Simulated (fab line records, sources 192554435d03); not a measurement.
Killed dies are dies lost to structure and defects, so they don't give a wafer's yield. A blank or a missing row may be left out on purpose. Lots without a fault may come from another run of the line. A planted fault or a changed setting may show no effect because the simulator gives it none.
A struck lot beside a sound one | flow n5_finfet | 28 steps out of a route of 1938
Sound: wafers L383.1, L383.2, L383.5. Struck: wafer L394.4. (L394.1, L394.5 of the same lot were not struck and are left out.) The cause comes at the end.
At each step with rows: each side's tool, then ch and its chambers, then its first start. Under that, the readings that differ: sound wafers | struck wafers | difference of the means | sigmas: that difference in standard deviations of wafers without a fault.
alike: readings whose means differ by less than 2 such deviations, and words and numbers that are the same on both sides. not compared: withheld readings, readings that some wafer has no value for, bounds like >300 that may hide the same value, and numbers for which the record gives no deviation and whose values overlap.
The two part at a step that has a row with sigmas, a row that says differs or no value, or rows on one side only. Numbers that don't overlap but have no deviation are shown without sigmas and don't part them. A reading that every wafer of one side lacks parts them only if that side has two wafers or more.

first, 4 steps without rows for these wafers: N5_MOL_CONTACT_COAG_SOFTBAKE_35 (time 60 s); N5_MOL_CONTACT_COAG_EXPOSE_37 (exposes mask VD, defocus 0 nm); N5_MOL_CONTACT_COAG_PEB_38 (peb time 60 s); N5_MOL_CONTACT_COAG_DEVELOP_39 (develop time 30 s).
N5_MOL_CONTACT_COAG_CD_MEAS_40: target cd 25.1 nm.
  sound on cd_sem-01 ch 0, day 5 15:04; struck on cd_sem-01 ch 0, day 8 14:37
  alike: cd_nm
N5_MOL_CONTACT_COAG_OVL_MEAS_41:
  sound on overlay-01 ch 0, day 5 15:05; struck on overlay-01 ch 0, day 8 14:38
  alike: VD_OVL
N5_MOL_CONTACT_COAG_INSPECT_42: inspects for defects (brightfield).
  sound on defect_inspect-02, day 5 15:09; struck on defect_inspect-02, day 8 14:42
  alike: raw_defect_count
then, 3 steps without rows for these wafers: N5_MOL_CONTACT_COAG_DESCUM_45 (chemistry O2, time 7 s); N5_MOL_CONTACT_COAG_ETCH_65 (etches underlayer in N2/H2, target depth 13 nm, time 10.4 s); N5_MOL_CONTACT_COAG_ETCH_66 (etches SiARC in CF4, target depth 13 nm, time 21.7 s).
N5_MOL_CONTACT_COAG_ALD_133: deposits SiO2, target thk 5 nm, pulse time 1 s, co reactant pulse time 1 s.
  sound on ald_sin-03 ch 0,2, day 5 15:19; struck on ald_sin-02 ch 0, day 8 15:10
  alike: heater_power_w, precursor_pulse_height_rel
then, 1 step without rows for these wafers: N5_MOL_CONTACT_COAG_ETCHBACK_134 (etches SiO2 in CHF3, target depth 10 nm, time 6.7 s).
N5_MOL_CONTACT_COAG_ETCH_67: etches SOC in N2/H2, target depth 60 nm, overetch 21 nm, time 101.2 s.
  sound on rie_diel-05 ch 0,1,2, day 5 15:35; struck on rie_diel-02 ch 1, day 8 15:27
  reading                                             | sound     | struck | difference | sigmas
  model.SiARC_of_MOL_CONTACT_COAG_COAT_63.thk_nm (nm) | 6 5.8 5.8 | 3.8    | -2.1       |
  alike: drypump_motor_current_A, oes_product_au, rf_vpp_V, showerhead_plenum_p_Torr, throttle_valve_pct
  not compared: rf_hours_counter_h
then, 5 steps without rows for these wafers: N5_MOL_CONTACT_COAG_STRIP_68 (strips in N2/H2); N5_MOL_CONTACT_COAG_STRIP_69 (strips in N2/H2); N5_MOL_CONTACT_COAG_ETCHBACK_136 (etches SiO2 in CHF3, target depth 25 nm, time 16.7 s); N5_MOL_CONTACT_COAG_STRIP_120 (strips in CHF3); N5_MOL_CONTACT_COAG_VIA_ETCH_117 (etches SiO2 in C4F6/O2, target depth 40 nm, overetch 8 nm, time 26 s).
N5_MOL_CONTACT_COAG_ETCH_124: etches SiNx in CH3F/O2, stops on SiOC, target depth 6.5 nm.
  sound on rie_diel-05 ch 0,1,2, day 5 15:44; struck on rie_diel-02 ch 1, day 8 15:36
  alike: drypump_motor_current_A, oes_ar_750_au, oes_f_703_au, oes_o_777_au, oes_product_au, rf_vpp_V, showerhead_plenum_p_Torr, throttle_valve_pct
  not compared: rf_hours_counter_h
N5_MOL_CONTACT_COAG_ETCH_48: etches SiOC in C4F6/O2, target depth 15 nm, overetch 4.5 nm, time 17 s.
  sound on rie_diel-05 ch 0,1,2, day 5 15:47; struck on rie_diel-02 ch 1, day 8 15:38
  alike: drypump_motor_current_A, oes_ar_750_au, oes_f_703_au, oes_o_777_au, oes_product_au, rf_vpp_V, showerhead_plenum_p_Torr, throttle_valve_pct
  not compared: rf_hours_counter_h
N5_MOL_CONTACT_COAG_STRIP_72: strips in N2/H2.
  sound on rie_diel-05 ch 0,1,2, day 5 15:50; struck on rie_diel-02 ch 1, day 8 15:41
  alike: bias_power_w, drypump_motor_current_A, oes_product_au, rf_vpp_V, showerhead_plenum_p_Torr, throttle_valve_pct
  not compared: rf_hours_counter_h
N5_MOL_CONTACT_COAG_STRIP_49: strips in N2/H2, time 30 s.
  sound on plasma_asher-02 ch 0,1, day 5 15:55; struck on plasma_asher-01 ch 0, day 8 15:46
  reading                     | sound       | struck | difference | sigmas
  drypump_motor_current_A (A) | 5.5 5.2 5.2 | 6.3    | +1.0       | +2
  alike: heater_power_w
  not compared: rf_hours_counter_h
then, 2 steps without rows for these wafers: N5_MOL_CONTACT_COAG_PRECLEAN_138 (cleans in alkaline clean, time 60 s); N5_MOL_CONTACT_COAG_SRD_139 (time 30 s).
N5_MOL_CONTACT_COAG_CD_MEAS_101: target cd 16 nm.
  sound on cd_sem-02, day 5 16:04; struck on cd_sem-03, day 8 15:55
  reading    | sound          | struck | difference | sigmas
  cd_nm (nm) | 16.1 16.6 16.3 | 17.1   | +0.8       | +3
then, 1 step without rows for these wafers: N5_MOL_CONTACT_COAG_PRE_CLEAN_121.
-- the record jumps here: 3 days lie between the struck wafers' starts before and after (it left off in module MOL_CONTACT_COAG and takes up again in module BEOL_M4, whose first step shown is number 1111 of the route) --
N5_BEOL_M4_RC_MEAS_101:
  sound on prober-01 ch 0, day 8 15:10; struck on prober-01 ch 0, day 11 06:27
  reading        | sound             | struck | difference | sigmas
  IOFF_P (nA/um) | 0.181 0.206 0.169 | 0.304  | +0.119     | +4
  ION_N (uA/um)  | 667 674 661       | 691    | +24        | +3
  ION_P (uA/um)  | 453 459 455       | 483    | +27        | +4
  VT_P (mV)      | -253 -252 -255    | -241   | +12        | +4
  alike: DIBL_N, DIBL_P, IOFF_N, SS_N, SS_P, VT_N
then, 1 step without rows for these wafers: N5_PASSIVATION_PROBE_49.

WHERE THEY PART
First at N5_MOL_CONTACT_COAG_STRIP_49; last, within this record, at N5_BEOL_M4_RC_MEAS_101.

WHY: what the simulator had put in
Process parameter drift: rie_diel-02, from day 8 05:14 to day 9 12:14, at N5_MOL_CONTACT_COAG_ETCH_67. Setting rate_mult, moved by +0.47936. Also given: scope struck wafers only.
